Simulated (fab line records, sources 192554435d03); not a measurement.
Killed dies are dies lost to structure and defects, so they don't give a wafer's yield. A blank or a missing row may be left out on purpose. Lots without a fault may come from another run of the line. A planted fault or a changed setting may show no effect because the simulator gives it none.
Chamber matching | flow n5_finfet | N5_FIN_SAQP_ETCH_69 on rie_diel-01: 4 sister chambers
The step etches SOC in N2/H2, stops on SiNx, target depth 150 nm. 14 wafers are shown with their chamber, then 7 later ones without.

WAFERS WITH THEIR CHAMBER
wafer  | chamber | showerhead_plenum_p_Torr (Torr) | throttle_valve_pct (%) | drypump_motor_current_A (A)
L075.1 | 1       | 2.67                            | 18.26                  | 5.54
L075.3 | 1       | 2.67                            | 18.26                  | 5.53
L075.5 | 1       | 2.67                            | 18.26                  | 5.52
L077.1 | 0       | 2.53                            | 17.92                  | 5.69
L077.4 | 1       | 2.67                            | 18.27                  | 5.55
L077.5 | 0       | 2.53                            | 17.93                  | 5.68
L081.2 | 1       | 2.67                            | 18.30                  | 5.55
L081.3 | 2       | 2.46                            | 17.62                  | 5.84
L081.5 | 0       | 2.53                            | 17.95                  | 5.72
L082.2 | 3       | 2.41                            | 17.63                  | 5.51
L082.3 | 2       | 2.46                            | 17.64                  | 5.86
L082.4 | 1       | 2.66                            | 18.31                  | 5.54
L089.1 | 3       | 2.40                            | 17.65                  | 5.51
L089.2 | 1       | 2.66                            | 18.33                  | 5.57

SIGNATURES (means of the wafers above)
reading                  | chamber 0 | chamber 1 | chamber 2 | chamber 3 | scatter within a chamber
showerhead_plenum_p_Torr | 2.5300    | 2.6671    | 2.4600    | 2.4050    | 0.00439
throttle_valve_pct       | 17.9333   | 18.2843   | 17.6300   | 17.6400   | 0.0242
drypump_motor_current_A  | 5.6967    | 5.5429    | 5.8500    | 5.5100    | 0.0162
Rule: a wafer's distance from a chamber is the root of the sum, over the readings, of the square of ((its reading less the chamber's mean) divided by the reading's scatter). The wafer belongs to the nearest chamber; if the next one is less than 2 further off, it can't be placed. The scatter: the root of (the sum of the squares of (reading less its chamber's mean) over the shown wafers, divided by (wafers less chambers)).

WAFERS WITHOUT THEIR CHAMBER
wafer  | showerhead_plenum_p_Torr (Torr) | throttle_valve_pct (%) | drypump_motor_current_A (A)
L089.5 | 2.66                            | 18.30                  | 5.50
L096.2 | 2.51                            | 18.02                  | 5.70
L096.3 | 2.44                            | 17.69                  | 5.86
L096.5 | 2.39                            | 17.65                  | 5.51
L097.3 | 2.51                            | 18.02                  | 5.74
L097.5 | 2.39                            | 17.67                  | 5.51
L097.6 | 2.44                            | 17.69                  | 5.85

WHICH CHAMBER EACH WENT THROUGH
wafer  | from the rows above | in truth
L089.5 | 1                   | 1
L096.2 | 0                   | 0
L096.3 | 2                   | 2
L096.5 | 3                   | 3
L097.3 | 0                   | 0
L097.5 | 3                   | 3
L097.6 | 2                   | 2
Placed correctly: 7 of 7. Can't be placed from these rows: 0. Placed wrongly: 0.
